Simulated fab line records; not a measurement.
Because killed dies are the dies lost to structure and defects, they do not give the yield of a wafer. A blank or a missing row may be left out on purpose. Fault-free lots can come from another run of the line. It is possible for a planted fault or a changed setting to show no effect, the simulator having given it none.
fab line records + flow n5_finfet
record
- lots=7
- wafers=21
route steps=1938 shown BEOL_M14@1743 BEOL_M15@1801 PAD_METAL@1895
start_h: start of the lot's first displayed wafer, in hours after the record's first day + wait_h: hours since the lot's step before + " same as the row above + L1.1+2: a single row standing in for several wafers + - no value present, or no start provided + * or withheld: withheld + < > ~ a bound
route shown NAME@n: names a module that has steps shown in the file, with the first one's number in the route + usual: mean/standard deviation taken from wafers without a fault + same: alike in all rows + chamber/n: place in a boat + sites: the reading at each site + _std_site: the standard deviation of these + _edge_site: mean of outer sites minus mean of inner sites + radius_mm: for every site, how far away it sits from the centre of the wafer + mask NAME#n: copy n + behind: the tool/chamber that last shaped the wafer + hold: why the lot went on hold/how many hours it stayed there/how the hold came to an end + device: whichever transistor did not switch (one of n, p or np) + end of line: the same wafers' tests at the end of the route + step lacking rows: just its recipe + killed: dies that structure and defects cost at the first sort, which is not the same as the wafer's yield + map: a wafer's dies, marking killed ones x, the rest . and places with no die _
set.NAME: the run value of the setting; set.NAME@STEP: its run value at that earlier step + model.NAME: the simulator's own value behind a step, which no gauge read
lots with deliberately changed settings; one table per step, one row per wafer
## steps
# step N5_BEOL_M14_PEB_26
# recipe
- peb_temp_c=130
- peb_time_s=90
| lot.wafer  | tool           | chamber | start_h | wait_h | set.peb_temp_c |
|------------|----------------|---------|---------|--------|----------------|
| L076.3     | litho_track-01 | 0       | 272.02  | 0.0    | 132            |
| L076.4+5   | "              | 0       | "       | "      | 130            |
| L079.1+6   | litho_track-03 | 0       | 281.79  | 0.1    | 131.9          |
| L079.5     | "              | 0       | "       | "      | 130            |
| L086.1     | litho_track-05 | 0       | 326.76  | 0.1    | 130            |
| L086.4+6   | "              | 0       | "       | "      | 132.2          |
| L087.4+5   | litho_track-03 | 0       | 347.81  | 0.0    | 130            |
| L087.6     | "              | 0       | "       | "      | 132.4          |
| L088.1+6   | litho_track-05 | 0       | 348.37  | 0.1    | 131.9          |
| L088.5     | "              | 0       | "       | "      | 130            |
| L096.1     | litho_track-05 | 0       | 395.73  | 0.1    | 130            |
| L096.2+6   | "              | 0       | "       | "      | 129            |
| L097.1+3+6 | litho_track-01 | 0       | 399.67  | 0.1    | 130            |
# step N5_BEOL_M14_DEVELOP_27
# recipe
- develop_time_s=45
- rinse_liquid=diw
- dry=air_spin
- dev_temp_c=21
# step N5_BEOL_M14_HARDBAKE_32
# recipe
- temp_c=130
- time_s=120
# step N5_BEOL_M14_CD_MEAS_28
# recipe
- target_cd_nm=284.4
- landing_energy_ev=500
- detector=se_inlens
# usual
- cd_nm=284.1/2.2
| lot.wafer | tool      | chamber | start_h | wait_h | set.peb_temp_c@BEOL_M14_PEB_26 | cd_nm |
|-----------|-----------|---------|---------|--------|--------------------------------|-------|
| L076.3    | cd_sem-02 | 0       | 272.14  | -      | 132                            | 290.4 |
| L076.4    | "         | 0       | "       | "      | 130                            | 282.4 |
| L076.5    | "         | 0       | "       | "      | 130                            | 285.0 |
| L079.1    | cd_sem-01 | 0       | 281.91  | -      | 131.9                          | 289.5 |
| L079.5    | "         | 0       | "       | "      | 130                            | 285.6 |
| L079.6    | "         | 0       | "       | "      | 131.9                          | 293.4 |
| L086.1    | cd_sem-01 | 0       | 326.87  | -      | 130                            | 282.9 |
| L086.4    | "         | 0       | "       | "      | 132.2                          | 292.8 |
| L086.6    | "         | 0       | "       | "      | 132.2                          | 294.2 |
| L087.4    | cd_sem-01 | 0       | 347.93  | -      | 130                            | 286.6 |
| L087.5    | "         | 0       | "       | "      | 130                            | 281.1 |
| L087.6    | "         | 0       | "       | "      | 132.4                          | 292.2 |
| L088.1    | cd_sem-02 | 0       | 348.49  | -      | 131.9                          | 295.9 |
| L088.5    | "         | 0       | "       | "      | 130                            | 282.9 |
| L088.6    | "         | 0       | "       | "      | 131.9                          | 291.7 |
| L096.1    | cd_sem-01 | 0       | 395.84  | -      | 130                            | 285.9 |
| L096.2    | "         | 0       | "       | "      | 129                            | 283.3 |
| L096.6    | "         | 0       | "       | "      | 129                            | 285.6 |
| L097.1    | cd_sem-02 | 0       | 399.79  | -      | 130                            | 282.9 |
| L097.3    | "         | 0       | "       | "      | 130                            | 284.7 |
| L097.6    | "         | 0       | "       | "      | 130                            | 285.9 |
# step N5_BEOL_M14_DESCUM_33
# recipe
- chemistry=O2
- time_s=7.9
- source_power_w=50
- bias_power_w=20
- pressure_mtorr=20
- rf_frequency_hz=2.712e+07
- temp_c=40
- o2_flow_sccm=225
| lot.wafer | tool        | chamber | start_h | wait_h | set.time_s | set.peb_temp_c@BEOL_M14_PEB_26 | model.BEOL_M14.cd_nm |
|-----------|-------------|---------|---------|--------|------------|--------------------------------|----------------------|
| L076.3    | rie_diel-06 | 3       | 272.37  | 0.2    | 7.9        | 132                            | 290.6                |
| L076.4    | "           | 1       | "       | "      | 7.9        | 130                            | 282.6                |
| L076.5    | "           | 3       | "       | "      | 7.9        | 130                            | 284.8                |
| L079.1    | rie_diel-02 | 0       | 282.00  | 0.0    | 7.9        | 131.9                          | 289.4                |
| L079.5    | "           | 0       | "       | "      | 6.48       | 130                            | 285.4                |
| L079.6    | "           | 1       | "       | "      | 7.9        | 131.9                          | 293                  |
| L086.1    | rie_diel-01 | 0       | 326.96  | 0.0    | 7.9        | 130                            | 282.4                |
| L086.4    | "           | 2       | "       | "      | 6.564      | 132.2                          | 292.4                |
| L086.6    | "           | 0       | "       | "      | 6.564      | 132.2                          | 293.8                |
| L087.4    | rie_diel-06 | 3       | 348.37  | 0.4    | 7.9        | 130                            | 286.4                |
| L087.5    | "           | 1       | "       | "      | 6.804      | 130                            | 281                  |
| L087.6    | "           | 2       | "       | "      | 6.804      | 132.4                          | 292.4                |
| L088.1    | rie_diel-01 | 3       | 348.58  | 0.0    | 7.9        | 131.9                          | 296                  |
| L088.5    | "           | 0       | "       | "      | 9.532      | 130                            | 282.8                |
| L088.6    | "           | 1       | "       | "      | 9.532      | 131.9                          | 291.8                |
| L096.1    | rie_diel-01 | 1       | 395.93  | 0.0    | 7.9        | 130                            | 285.8                |
| L096.2    | "           | 3       | "       | "      | 6.235      | 129                            | 283                  |
| L096.6    | "           | 1       | "       | "      | 7.9        | 129                            | 285.6                |
| L097.1    | rie_diel-02 | 2       | 399.88  | 0.0    | 7.9        | 130                            | 283.6                |
| L097.3    | "           | 1       | "       | "      | 7.9        | 130                            | 284.8                |
| L097.6    | "           | 3       | "       | "      | 7.9        | 130                            | 285.8                |
# step N5_BEOL_M15_PEB_26
# recipe
- peb_temp_c=130
- peb_time_s=90
| lot.wafer  | tool           | chamber | start_h | wait_h | set.peb_time_s |
|------------|----------------|---------|---------|--------|----------------|
| L076.3+4+5 | litho_track-02 | 0       | 278.60  | 0.0    | 90             |
| L079.1     | litho_track-02 | 0       | 287.30  | 0.1    | 106.3          |
| L079.5+6   | "              | 0       | "       | "      | 90             |
| L086.1     | litho_track-01 | 0       | 333.60  | 0.1    | 90             |
| L086.4+6   | "              | 0       | "       | "      | 74.96          |
| L087.4+6   | litho_track-04 | 0       | 354.05  | 0.0    | 80.26          |
| L087.5     | "              | 0       | "       | "      | 90             |
| L088.1+6   | litho_track-01 | 0       | 357.10  | 0.1    | 90             |
| L088.5     | "              | 0       | "       | "      | 105.2          |
| L096.1+6   | litho_track-02 | 0       | 401.46  | 0.1    | 95.36          |
| L096.2     | "              | 0       | "       | "      | 90             |
| L097.1+3+6 | litho_track-02 | 0       | 406.01  | 0.1    | 90             |
# step N5_BEOL_M15_ETCH_61
# recipe
- chemistry=N2/H2
- target=BARC
- target_depth_a=890
- overetch_a=267
- time_s=67.9
- ion_energy_ev=200
- pressure_mtorr=30
- source_w=840
- bias_w=150
- n2_flow_sccm=200
- h2_flow_sccm=200
# usual
- rf_vpp_V=525.0/2.7
| lot.wafer | tool        | chamber | start_h | wait_h | set.bias_w | set.peb_time_s@BEOL_M15_PEB_26 | rf_vpp_V | model.BEOL_M15.cd_nm |
|-----------|-------------|---------|---------|--------|------------|--------------------------------|----------|----------------------|
| L076.3    | rie_diel-05 | 1       | 278.84  | 0.0    | 150        | 90                             | 526.0    | 398.8                |
| L076.4    | "           | 2       | "       | "      | 150        | 90                             | 525.9    | 398                  |
| L076.5    | "           | 3       | "       | "      | 172.1      | 90                             | 571.8    | 399                  |
| L079.1    | rie_diel-04 | 2       | 287.53  | 0.0    | 136.7      | 106.3                          | 489.4    | 404.8                |
| L079.5    | "           | 2       | "       | "      | 136.7      | 90                             | 489.6    | 401                  |
| L079.6    | "           | 3       | "       | "      | 150        | 90                             | 521.8    | 401.4                |
| L086.1    | rie_diel-05 | 2       | 333.83  | 0.0    | 150        | 90                             | 525.9    | 397.8                |
| L086.4    | "           | 1       | "       | "      | 150        | 74.96                          | 524.8    | 391.2                |
| L086.6    | "           | 2       | "       | "      | 164.2      | 74.96                          | 556.0    | 392.8                |
| L087.4    | rie_diel-04 | 2       | 354.28  | 0.0    | 130.5      | 80.26                          | 477.3    | 396.4                |
| L087.5    | "           | 0       | "       | "      | 130.5      | 90                             | 482.0    | 398.8                |
| L087.6    | "           | 1       | "       | "      | 150        | 80.26                          | 527.4    | 397.4                |
| L088.1    | rie_diel-03 | 1       | 357.49  | 0.0    | 150        | 90                             | 529.1    | 399.8                |
| L088.5    | "           | 0       | "       | "      | 150        | 105.2                          | 521.1    | 404                  |
| L088.6    | "           | 1       | "       | "      | 150        | 90                             | 527.3    | 398.8                |
| L096.1    | rie_diel-04 | 2       | 401.69  | 0.0    | 135        | 95.36                          | 486.9    | 401.4                |
| L096.2    | "           | 0       | "       | "      | 150        | 90                             | 527.6    | 398.8                |
| L096.6    | "           | 0       | "       | "      | 135        | 95.36                          | 491.6    | 400.6                |
| L097.1    | rie_diel-03 | 1       | 406.25  | 0.0    | 150        | 90                             | 527.7    | 399.4                |
| L097.3    | "           | 2       | "       | "      | 150        | 90                             | 526.4    | 397.8                |
| L097.6    | "           | 2       | "       | "      | 150        | 90                             | 526.9    | 395.2                |
# step N5_BEOL_M15_TRENCH_ETCH_34
# recipe
- chemistry=C4F8/O2/Ar
- target=SiO2
- target_depth_a=8729.3
- he_inner_torr=15
- he_outer_torr=30
- time_s=199
- ion_energy_ev=800
- pressure_mtorr=20
- source_w=1905
- bias_w=2040
- Ar_flow_sccm=400
- C4F8_flow_sccm=16
- O2_flow_sccm=12
| lot.wafer | tool        | chamber | start_h | wait_h | set.peb_time_s@BEOL_M15_PEB_26 | model.BEOL_M15.cd_nm |
|-----------|-------------|---------|---------|--------|--------------------------------|----------------------|
| L076.3    | rie_diel-05 | 1       | 278.89  | 0.0    | 90                             | 398.6                |
| L076.4    | "           | 2       | "       | "      | 90                             | 397                  |
| L076.5    | "           | 3       | "       | "      | 90                             | 399.2                |
| L079.1    | rie_diel-04 | 2       | 287.59  | 0.0    | 106.3                          | 405.4                |
| L079.5    | "           | 2       | "       | "      | 90                             | 402                  |
| L079.6    | "           | 3       | "       | "      | 90                             | 400.4                |
| L086.1    | rie_diel-05 | 2       | 333.89  | 0.0    | 90                             | 396.6                |
| L086.4    | "           | 1       | "       | "      | 74.96                          | 390.2                |
| L086.6    | "           | 2       | "       | "      | 74.96                          | 391.6                |
| L087.4+6  | rie_diel-04 | 2,1     | 354.33  | 0.0    | 80.26                          | 397                  |
| L087.5    | "           | 0       | "       | "      | 90                             | 398.8                |
| L088.1    | rie_diel-03 | 1       | 357.55  | 0.0    | 90                             | 400.6                |
| L088.5    | "           | 0       | "       | "      | 105.2                          | 405.2                |
| L088.6    | "           | 1       | "       | "      | 90                             | 399.6                |
| L096.1    | rie_diel-04 | 2       | 401.75  | 0.0    | 95.36                          | 402                  |
| L096.2    | "           | 0       | "       | "      | 90                             | 399                  |
| L096.6    | "           | 0       | "       | "      | 95.36                          | 401.2                |
| L097.1    | rie_diel-03 | 1       | 406.30  | 0.0    | 90                             | 399.4                |
| L097.3    | "           | 2       | "       | "      | 90                             | 397.8                |
| L097.6    | "           | 2       | "       | "      | 90                             | 395.2                |
# step N5_PASSIVATION_SPUTTER_20
# recipe
- material=TaN
- target_thk_a=500
- temp_c=25
- chamber_pressure_pa=0.4
| lot.wafer | tool           | chamber | start_h | wait_h | set.target_thk_a | model.TaN_of_PASSIVATION_SPUTTER_20.thk_nm |
|-----------|----------------|---------|---------|--------|------------------|--------------------------------------------|
| L076.3    | pvd_sputter-03 | -       | 290.50  | 0.0    | 555.9            | 55.6                                       |
| L076.4    | "              | -       | "       | "      | 555.9            | 54.6                                       |
| L076.5    | "              | -       | "       | "      | 500              | 48.6                                       |
| L079.1    | pvd_sputter-01 | -       | 304.78  | 0.0    | 500              | 50                                         |
| L079.5    | "              | -       | "       | "      | 500              | 49.8                                       |
| L079.6    | "              | -       | "       | "      | 500              | 50.4                                       |
| L086.1    | pvd_sputter-02 | -       | 345.19  | 0.0    | 500              | 49.4                                       |
| L086.4    | "              | -       | "       | "      | 500              | 50.4                                       |
| L086.6    | "              | -       | "       | "      | 500              | 49.8                                       |
| L087.4    | pvd_sputter-01 | -       | 367.42  | 0.0    | 500              | 50                                         |
| L087.5    | "              | -       | "       | "      | 549.8            | 55.6                                       |
| L087.6    | "              | -       | "       | "      | 549.8            | 56                                         |
| L088.1    | pvd_sputter-01 | -       | 370.52  | 0.0    | 500              | 50.8                                       |
| L088.5    | "              | -       | "       | "      | 500              | 50.6                                       |
| L088.6    | "              | -       | "       | "      | 522.6            | 53.6                                       |
| L096.1    | pvd_sputter-01 | -       | 413.13  | 0.0    | 446.9            | 45.6                                       |
| L096.2    | "              | -       | "       | "      | 446.9            | 44.8                                       |
| L096.6    | "              | -       | "       | "      | 500              | 49.4                                       |
| L097.1+6  | pvd_sputter-02 | -       | 418.42  | 0.0    | 500              | 49.6                                       |
| L097.3    | "              | -       | "       | "      | 500              | 50                                         |
## key
split
- step=N5_BEOL_M14_PEB_26
- setting=peb_temp_c
- stated=130
- by=wafer
response
- step=N5_BEOL_M14_CD_MEAS_28
- reading=cd_nm
- change=+5.13
- per=1%
- r=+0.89
response
- step=N5_BEOL_M14_DESCUM_33
- reading=model.BEOL_M14.cd_nm
- change=+5.23
- per=1%
- r=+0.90
split
- step=N5_BEOL_M14_DESCUM_33
- setting=time_s
- stated=7.9
- by=wafer
response none clear
split
- step=N5_BEOL_M15_PEB_26
- setting=peb_time_s
- stated=90
- by=wafer
response
- step=N5_BEOL_M15_ETCH_61
- reading=model.BEOL_M15.cd_nm
- change=+0.263
- per=1%
- r=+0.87
response
- step=N5_BEOL_M15_TRENCH_ETCH_34
- reading=model.BEOL_M15.cd_nm
- change=+0.28
- per=1%
- r=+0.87
split
- step=N5_BEOL_M15_ETCH_61
- setting=bias_w
- stated=150
- by=wafer
response
- step=N5_BEOL_M15_ETCH_61
- reading=rf_vpp_V
- change=+3.45
- per=1%
- r=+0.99
split
- step=N5_PASSIVATION_SPUTTER_20
- setting=target_thk_a
- stated=500
- by=wafer
response
- step=N5_PASSIVATION_SPUTTER_20
- reading=model.TaN_of_PASSIVATION_SPUTTER_20.thk_nm
- change=+0.526
- per=1%
- r=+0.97
